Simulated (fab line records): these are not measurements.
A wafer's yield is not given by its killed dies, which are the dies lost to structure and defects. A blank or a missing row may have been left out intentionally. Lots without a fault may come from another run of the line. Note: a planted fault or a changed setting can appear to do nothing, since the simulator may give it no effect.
Comparing a struck lot with a sound one || flow n5-finfet || 16 out of 1938 route steps
Sound: the wafers L587.2, L587.3, L587.5. Wafers L593.1, L593.3, L593.5 were the ones struck. Last of all comes the cause.
Per side, at each step with rows, come the tool, then ch with its chambers, and then its first start. Under that, the readings that differ: sound wafers || struck wafers || difference of the means || sigmas: that difference in standard deviations of wafers without a fault.
alike: readings with means less than 2 such deviations apart, plus words and numbers identical on both sides. not compared: withheld readings, readings lacking a value on some wafer, bounds such as >300 that could conceal the same value, and numbers that have no deviation in the record and whose values overlap.
A row with sigmas, a row that says differs or no value, or rows on one side alone: a step with any of these is where the two part. Numbers that don't overlap but have no deviation are shown without sigmas and don't part them. A reading missing from all wafers of one side parts the sides only when that side holds two or more wafers.

N5_BEOL_M0_SAQP_MANDREL1_REMOVE_100: chemistry HBr/Cl2/O2, target a-Si, stops on SiNx, bt time 10 s.
  sound on rie-si-06 ch 0,1,2, day 6 23:06; struck on rie-si-06 ch 0,2, day 8 09:22
  alike: drypump-motor-current-A, oes-product-au, throttle-valve-pct
  not compared: rf-hours-counter-h
N5_BEOL_M0_SAQP_CD_MEAS_25: target cd 13.1 nm.
  sound on cd-sem-02 ch 0, day 6 23:13; struck on cd-sem-03 ch 0, day 8 09:31
  alike: cd-nm
N5_BEOL_M0_SAQP_ETCH_101: etches SiNx in CH3F/O2, target depth 29.9 nm, time 42.7 s.
  sound on rie-diel-01 ch 1,3, day 6 23:22; struck on rie-diel-03 ch 1,3, day 8 09:34
  alike: drypump-motor-current-A, mfc-ar-sccm, oes-product-au, rf-vpp-V, showerhead-plenum-p-Torr, throttle-valve-pct
  not compared: rf-hours-counter-h
then, 2 steps without rows for these wafers: N5_BEOL_M0_SAQP_ETCH_102 (etches SiO2 in CF4, target depth 4 nm, time 4.4 s); N5_BEOL_M0_SAQP_MANDREL_ETCH_103 (etches a-Si in HBr/Cl2, stops on SiCN, target depth 45 nm, bt time 10 s, time 27 s).
N5_BEOL_M0_SAQP_RECESS_104: chemistry HF/NH3, target SiO2, target depth 18 nm, afs cycles 3, sublimation time 60 s.
  sound on vapor-etch-01 ch 0,1, day 6 23:35; struck on vapor-etch-02 ch 0,1, day 8 09:47
{"reading": "drypump-motor-current-A (A)", "sound": "6.4 6.4 5.9", "struck": "5.3 5.7 5.3", "difference": -0.8, "sigmas": -2}
then, 3 steps without rows for these wafers: N5_BEOL_M0_SAQP_COAT_105 (time 60 s, resist thk 100 nm); N5_BEOL_M0_SAQP_ETCH_106 (etches SOC in N2/H2, stops on SiNx, target depth 150 nm); N5_BEOL_M0_SAQP_ETCH_107 (etches SiNx in CH3F/O2, target depth 30 nm).
N5_BEOL_M0_SAQP_STRIP_108: strips in N2/H2.
  sound on rie-diel-05 ch 1,2,3, day 7 00:16; struck on rie-diel-05 ch 0,1,3, day 8 10:20
  alike: bias-power-w, drypump-motor-current-A, h2-flow-sccm, oes-product-au, rf-vpp-V, showerhead-plenum-p-Torr, throttle-valve-pct
  not compared: rf-hours-counter-h
N5_BEOL_M0_SAQP_RECESS_109: chemistry HF/NH3, target SiO2, target depth 3 nm, afs cycles 1, sublimation time 60 s.
  sound on vapor-etch-01 ch 0, day 7 00:19; struck on vapor-etch-01 ch 1, day 8 10:38
  alike: drypump-motor-current-A
then, 1 step without rows for these wafers: N5_BEOL_M0_SAQP_SPACER2_ALD_26 (deposits SiO2, target thk 15 nm, pulse time 1 s, purge time 2 s).
N5_BEOL_M0_SAQP_SPACER2_ETCHBACK_27: etches SiO2 in CHF3/O2, target depth 22.5 nm, time 11.25 s.
  sound on rie-diel-01 ch 0,2, day 7 01:14; struck on rie-diel-01 ch 0,1,2, day 8 11:20
  no value came back on the struck wafers for any of 8 readings (CHF3_flow_sccm (sccm), O2_flow_sccm (sccm) and others); on the sound wafers CHF3_flow_sccm (sccm) reads 49.81 50.13 49.94
{"reading": "model.a-Si_of_BEOL_M0_SAQP_PECVD_96.thk-nm (nm)", "sound": "41.8 42.6 42.8", "struck": "44 44.4 45", "difference": "+2", "sigmas": ""}
  not compared: rf-hours-counter-h
then, 1 step without rows for these wafers: N5_BEOL_M0_SAQP_MANDREL2_REMOVE_110 (chemistry HBr/Cl2/O2, target a-Si, stops on SiCN, bt time 10 s).
N5_BEOL_M4_RC_MEAS_101:
  the record has rows for the sound wafers here (prober-02 ch 0, day 9 07:48) and none for the struck ones
-- a jump in the record: the struck wafers' starts before and after are 6 days apart (it breaks off in module BEOL_M4 and resumes in module PASSIVATION, where the first step shown is number 1936 of the route) --
N5_PASSIVATION_PROBE_49:
  record: rows for the struck wafers here (prober-02, day 14 11:53), none for the sound ones

WHERE THEY PART
Last at N5_PASSIVATION_PROBE_49 as far as this record goes, first at N5_BEOL_M0_SAQP_RECESS_104.

WHY: what had been put in by the simulator
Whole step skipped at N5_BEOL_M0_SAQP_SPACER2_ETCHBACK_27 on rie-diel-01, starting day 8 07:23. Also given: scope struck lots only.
